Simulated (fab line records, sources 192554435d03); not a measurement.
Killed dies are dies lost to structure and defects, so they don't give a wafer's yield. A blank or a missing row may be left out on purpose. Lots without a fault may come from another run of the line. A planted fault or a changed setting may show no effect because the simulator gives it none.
Which tool did it? | flow n5_finfet | 24 lots, 72 wafers sampled, at 5 steps of a route of 1938

WHAT THE GAUGES READ, wafer by wafer
N5_BEOL_M2_INSPECT_13: inspects for defects (brightfield). Usual: raw_defect_count 400, standard deviation 81.
lot  | measured     | on                | raw_defect_count | flag
L074 | day 6 14:24  | defect_inspect-02 | 397 353 357      |
L075 | day 7 01:29  | defect_inspect-02 | 527 464 348      |
L077 | day 7 05:12  | defect_inspect-01 | 565 481 410      |
L076 | day 7 13:52  | defect_inspect-01 | 317 287 323      |
L078 | day 7 15:58  | defect_inspect-02 | 308 339 375      |
L079 | day 7 17:31  | defect_inspect-02 | 454 443 420      |
L080 | day 7 20:39  | defect_inspect-01 | 343 408 220      |
L081 | day 8 05:28  | defect_inspect-02 | 418 465 321      |
L082 | day 8 17:49  | defect_inspect-01 | 344 377 449      |
L083 | day 8 18:37  | defect_inspect-01 | 409 323 346      |
L084 | day 9 03:31  | defect_inspect-01 | 418 412 425      |
L085 | day 9 10:44  | defect_inspect-01 | 355 336 439      |
L086 | day 9 11:29  | defect_inspect-01 | 399 408 500      |
L088 | day 10 09:11 | defect_inspect-02 | 501 421 359      |
L087 | day 10 11:18 | defect_inspect-01 | 414 405 590      |
L089 | day 10 14:37 | defect_inspect-02 | 333 349 392      |
L090 | day 10 17:01 | defect_inspect-01 | 337 314 509      |
L091 | day 11 05:29 | defect_inspect-02 | 344 394 429      |
L092 | day 11 11:19 | defect_inspect-02 | 372 413 380      |
L093 | day 11 21:29 | defect_inspect-01 | 627 416 609      |
L095 | day 12 00:42 | defect_inspect-02 | 335 412 357      |
L094 | day 12 04:40 | defect_inspect-01 | 289 348 376      |
L096 | day 12 09:16 | defect_inspect-01 | 409 419 393      |
L097 | day 12 11:25 | defect_inspect-02 | 389 465 447      |

N5_BEOL_M2_THK_MEAS_53: measures by xrf. Usual: M2_THK 40.4 nm, standard deviation 2.
lot  | measured     | on            | M2_THK (nm)    | flag
L074 | day 6 23:53  | film_metro-01 | 38.0 40.4 41.9 |
L075 | day 7 10:56  | film_metro-01 | 39.8 37.1 42.3 |
L077 | day 7 13:58  | film_metro-02 | 37.7 38.5 37.3 |
L076 | day 8 00:52  | film_metro-02 | 42.7 40.5 39.1 |
L078 | day 8 04:10  | film_metro-02 | 37.2 38.8 39.8 |
L079 | day 8 06:47  | film_metro-02 | 41.1 40.4 38.5 |
L080 | day 8 07:38  | film_metro-02 | 36.9 43.4 37.7 |
L081 | day 8 13:54  | film_metro-02 | 40.3 39.6 38.2 |
L082 | day 9 03:32  | film_metro-01 | 43.1 41.0 38.8 |
L083 | day 9 03:46  | film_metro-02 | 42.2 45.2 41.1 |
L084 | day 9 10:32  | film_metro-01 | 39.9 40.4 39.3 |
L085 | day 10 07:03 | film_metro-02 | 47.2 43.7 37.9 |
L086 | day 10 08:58 | film_metro-02 | 37.5 41.1 40.8 |
L088 | day 10 20:20 | film_metro-01 | 41.3 42.4 39.8 |
L087 | day 11 10:01 | film_metro-01 | 35.7 41.1 36.7 |
L089 | day 11 13:36 | film_metro-01 | 39.2 43.3 42.2 |
L090 | day 11 14:03 | film_metro-02 | 40.5 43.2 42.1 |
L091 | day 11 20:47 | film_metro-02 | 40.2 42.8 38.8 |
L092 | day 12 02:07 | film_metro-02 | 42.6 43.3 42.3 |
L093 | day 12 16:44 | film_metro-02 | 39.8 39.6 41.9 |
L095 | day 12 12:01 | film_metro-02 | 42.2 40.6 41.2 |
L094 | day 12 22:54 | film_metro-01 | 39.4 39.4 39.9 |
L096 | day 13 02:25 | film_metro-01 | 38.3 38.9 40.1 |
L097 | day 12 22:16 | film_metro-01 | 40.8 42.7 40.0 |

WHICH TOOL RAN EACH LOT (tool, then ch and the chambers of the sampled wafers, then the start)
lot  | N5_BEOL_M1_SPUTTER_96        | N5_BEOL_M2_ETCH_70                 | N5_BEOL_M2_ALD_84
L074 | pvd_sputter-01, day 6 12:19  | rie_diel-05 ch 0,1, day 6 19:52    | ald_metal-02 ch 1,2,3, day 6 20:51
L075 | pvd_sputter-01, day 6 23:02  | rie_diel-05 ch 1,2,3, day 7 05:22  | ald_metal-03 ch 0,1,2, day 7 06:19
L077 | pvd_sputter-02, day 7 00:47  | rie_diel-04 ch 0,1,3, day 7 09:35  | ald_metal-04 ch 0,2,3, day 7 10:40
L076 | pvd_sputter-03, day 7 10:22  | rie_diel-06 ch 0,3, day 7 20:55    | ald_metal-02 ch 0,1,2, day 7 21:46
L078 | pvd_sputter-02, day 7 13:31  | rie_diel-05 ch 1,2,3, day 8 00:10  | ald_metal-03 ch 0,1,3, day 8 01:03
L079 | pvd_sputter-03, day 7 15:07  | rie_diel-05 ch 2,3, day 8 00:41    | ald_metal-02 ch 1,3, day 8 03:43
L080 | pvd_sputter-02, day 7 16:03  | rie_diel-05 ch 1,3, day 8 03:29    | ald_metal-04 ch 0,2,3, day 8 04:37
L081 | pvd_sputter-01, day 8 02:55  | rie_diel-05 ch 0,1,3, day 8 09:20  | ald_metal-03 ch 0,2,3, day 8 10:40
L082 | pvd_sputter-02, day 8 14:03  | rie_diel-06 ch 0,1,3, day 8 23:41  | ald_metal-04 ch 0,3, day 9 00:25
L083 | pvd_sputter-02, day 8 16:51  | rie_diel-04 ch 1,2,3, day 8 23:39  | ald_metal-02 ch 0,1, day 9 00:41
L084 | pvd_sputter-03, day 9 00:06  | rie_diel-05 ch 1,2,3, day 9 06:22  | ald_metal-03 ch 2,3, day 9 07:28
L085 | pvd_sputter-02, day 9 06:43  | rie_diel-06 ch 0,1,3, day 10 03:11 | ald_metal-04 ch 1,2, day 10 03:59
L086 | pvd_sputter-01, day 9 09:42  | rie_diel-05 ch 2,3, day 10 03:17   | ald_metal-03 ch 0,3, day 10 04:10
L088 | pvd_sputter-01, day 10 06:17 | rie_diel-05 ch 0,1,3, day 10 16:17 | ald_metal-03 ch 0,1,3, day 10 17:05
L087 | pvd_sputter-01, day 10 08:08 | rie_diel-05 ch 0,1, day 11 06:02   | ald_metal-02 ch 0,2, day 11 06:51
L089 | pvd_sputter-01, day 10 11:41 | rie_diel-04 ch 0,2,3, day 11 09:28 | ald_metal-03 ch 1,2,3, day 11 10:31
L090 | pvd_sputter-03, day 10 12:41 | rie_diel-06 ch 1,2, day 11 09:40   | ald_metal-04 ch 0,2,3, day 11 10:55
L091 | pvd_sputter-01, day 10 23:32 | rie_diel-06 ch 0,1,2, day 11 15:08 | ald_metal-02 ch 0,1,3, day 11 16:08
L092 | pvd_sputter-03, day 11 09:03 | rie_diel-04 ch 0,1,2, day 11 22:01 | ald_metal-04 ch 0,2,3, day 11 23:05
L093 | pvd_sputter-03, day 11 18:48 | rie_diel-04 ch 0,1, day 12 10:44   | ald_metal-03 ch 0,1, day 12 11:49
L095 | pvd_sputter-01, day 11 21:59 | rie_diel-04 ch 0,2, day 12 07:19   | ald_metal-04 ch 1,2,3, day 12 08:28
L094 | pvd_sputter-01, day 11 23:54 | rie_diel-06 ch 0,2, day 12 19:01   | ald_metal-03 ch 0,2, day 12 19:46
L096 | pvd_sputter-02, day 12 07:00 | rie_diel-05 ch 0,1,2, day 12 22:09 | ald_metal-02 ch 1,2, day 12 23:17
L097 | pvd_sputter-01, day 12 08:11 | rie_diel-04 ch 0,1,3, day 12 17:18 | ald_metal-03 ch 2,3, day 12 19:13
- N5_BEOL_M1_SPUTTER_96: material Cu, target thk 4.5 nm, time 8.29 s.
- N5_BEOL_M2_ETCH_70: etches SOC in N2/H2, target depth 80 nm, overetch 24 nm, time 130 s.
- N5_BEOL_M2_ALD_84: deposits TaN, pulse time 2 s, purge time 3 s, co reactant purge time 2 s.

WHAT THE TOOLS THEMSELVES READ (means of the sampled wafers that have a number; where no wafer has one, the mark that the record gives instead)
N5_BEOL_M1_SPUTTER_96. Usual: throttle_valve_pct 30.3 %, standard deviation 0.99.
lot  | tool           | throttle_valve_pct (%) | flag
L074 | pvd_sputter-01 | 30.0                   |
L075 | pvd_sputter-01 | 30.7                   |
L077 | pvd_sputter-02 | 29.7                   |
L076 | pvd_sputter-03 | 30.7                   |
L078 | pvd_sputter-02 | 31.2                   |
L079 | pvd_sputter-03 | 30.6                   |
L080 | pvd_sputter-02 | 29.8                   |
L081 | pvd_sputter-01 | 30.9                   |
L082 | pvd_sputter-02 | 30.6                   |
L083 | pvd_sputter-02 | 30.2                   |
L084 | pvd_sputter-03 | 29.4                   |
L085 | pvd_sputter-02 | 29.7                   |
L086 | pvd_sputter-01 | 31.3                   |
L088 | pvd_sputter-01 | 29.6                   |
L087 | pvd_sputter-01 | 31.1                   |
L089 | pvd_sputter-01 | 29.8                   |
L090 | pvd_sputter-03 | 29.7                   |
L091 | pvd_sputter-01 | 29.7                   |
L092 | pvd_sputter-03 | 30.5                   |
L093 | pvd_sputter-03 | 30.1                   |
L095 | pvd_sputter-01 | 30.8                   |
L094 | pvd_sputter-01 | 30.1                   |
L096 | pvd_sputter-02 | 30.6                   |
L097 | pvd_sputter-01 | 30.6                   |

N5_BEOL_M2_ETCH_70. Usual: drypump_motor_current_A 5.8 A, standard deviation 0.39; oes_product_au 0.60 a.u., standard deviation 0.069; rf_vpp_V 524.7 V, standard deviation 2.1; showerhead_plenum_p_Torr 2.57 Torr, standard deviation 0.073; throttle_valve_pct 17.76 %, standard deviation 0.28.
lot  | tool        | drypump_motor_current_A (A) | oes_product_au (a.u.) | rf_vpp_V (V) | showerhead_plenum_p_Torr (Torr) | throttle_valve_pct (%) | flag
L074 | rie_diel-05 | 5.6                         | 0.70                  | 523.5        | 2.54                            | 17.67                  |
L075 | rie_diel-05 | 6.0                         | 0.58                  | 525.1        | 2.60                            | 17.85                  |
L077 | rie_diel-04 | 5.4                         | 0.53                  | 524.0        | 2.58                            | 18.06                  |
L076 | rie_diel-06 | 5.6                         | 0.61                  | 523.1        | 2.54                            | 17.56                  |
L078 | rie_diel-05 | 6.0                         | 0.58                  | 524.9        | 2.60                            | 17.85                  |
L079 | rie_diel-05 | 5.8                         | 0.55                  | 525.9        | 2.63                            | 18.04                  |
L080 | rie_diel-05 | 6.1                         | 0.56                  | 525.1        | 2.54                            | 17.92                  |
L081 | rie_diel-05 | 5.9                         | 0.61                  | 524.5        | 2.54                            | 17.80                  |
L082 | rie_diel-06 | 5.9                         | 0.62                  | 523.1        | 2.53                            | 17.53                  |
L083 | rie_diel-04 | 5.5                         | 0.55                  | 525.3        | 2.60                            | 17.96                  |
L084 | rie_diel-05 | 6.0                         | 0.57                  | 525.1        | 2.60                            | 17.87                  |
L085 | rie_diel-06 | 5.8                         | 0.60                  | 524.0        | 2.52                            | 17.53                  |
L086 | rie_diel-05 | 6.0                         | 0.52                  | 524.5        | 2.57                            | 18.14                  |
L088 | rie_diel-05 | 5.9                         | 0.59                  | 524.0        | 2.53                            | 17.85                  |
L087 | rie_diel-05 | 5.6                         | 0.64                  | 522.9        | 2.53                            | 17.73                  |
L089 | rie_diel-04 | 5.5                         | 0.59                  | 525.0        | 2.57                            | 17.79                  |
L090 | rie_diel-06 | 6.4                         | 0.66                  | 525.1        | 2.57                            | 17.39                  |
L091 | rie_diel-06 | 6.1                         | 0.61                  | 523.7        | 2.51                            | 17.53                  |
L092 | rie_diel-04 | 5.5                         | 0.65                  | 525.5        | 2.61                            | 17.74                  |
L093 | rie_diel-04 | 5.4                         | 0.68                  | 524.8        | 2.61                            | 17.77                  |
L095 | rie_diel-04 | 5.5                         | 0.63                  | 526.0        | 2.60                            | 17.66                  |
L094 | rie_diel-06 | 5.7                         | 0.55                  | 520.9        | 2.44                            | 17.70                  |
L096 | rie_diel-05 | 5.7                         | 0.59                  | 524.8        | 2.58                            | 17.81                  |
L097 | rie_diel-04 | 5.4                         | 0.68                  | 524.6        | 2.56                            | 17.70                  |

N5_BEOL_M2_ALD_84. Usual: heater_power_w 421 W, standard deviation 46.
lot  | tool         | heater_power_w (W) | flag
L074 | ald_metal-02 | 407                |
L075 | ald_metal-03 | 458                |
L077 | ald_metal-04 | 417                |
L076 | ald_metal-02 | 404                |
L078 | ald_metal-03 | 424                |
L079 | ald_metal-02 | 419                |
L080 | ald_metal-04 | 414                |
L081 | ald_metal-03 | 411                |
L082 | ald_metal-04 | 466                |
L083 | ald_metal-02 | 418                |
L084 | ald_metal-03 | 423                |
L085 | ald_metal-04 | 426                |
L086 | ald_metal-03 | 400                |
L088 | ald_metal-03 | 419                |
L087 | ald_metal-02 | 387                |
L089 | ald_metal-03 | 434                |
L090 | ald_metal-04 | 420                |
L091 | ald_metal-02 | 418                |
L092 | ald_metal-04 | 421                |
L093 | ald_metal-03 | 446                |
L095 | ald_metal-04 | 410                |
L094 | ald_metal-03 | 425                |
L096 | ald_metal-02 | 396                |
L097 | ald_metal-03 | 390                |

THE ANSWER, worked out from the rows above alone
Rule: a lot is off if the mean of its wafers that have a number lies more than 3 standard deviations from the usual mean. A lot without any number at a reading at which 4 lots or more have one is off too. The other lots that the step has rows for count as sound. The gauges are gone through in route order, then the tools' own readings, and for those a lot's mean is taken as printed above. The first step at which some lot is off is used, and at that step the reading that is off furthest; a lot without a number counts as furthest.
No lot is off at any reading shown: from this, nothing can be told.

WHAT THE SIMULATOR HAD PUT IN
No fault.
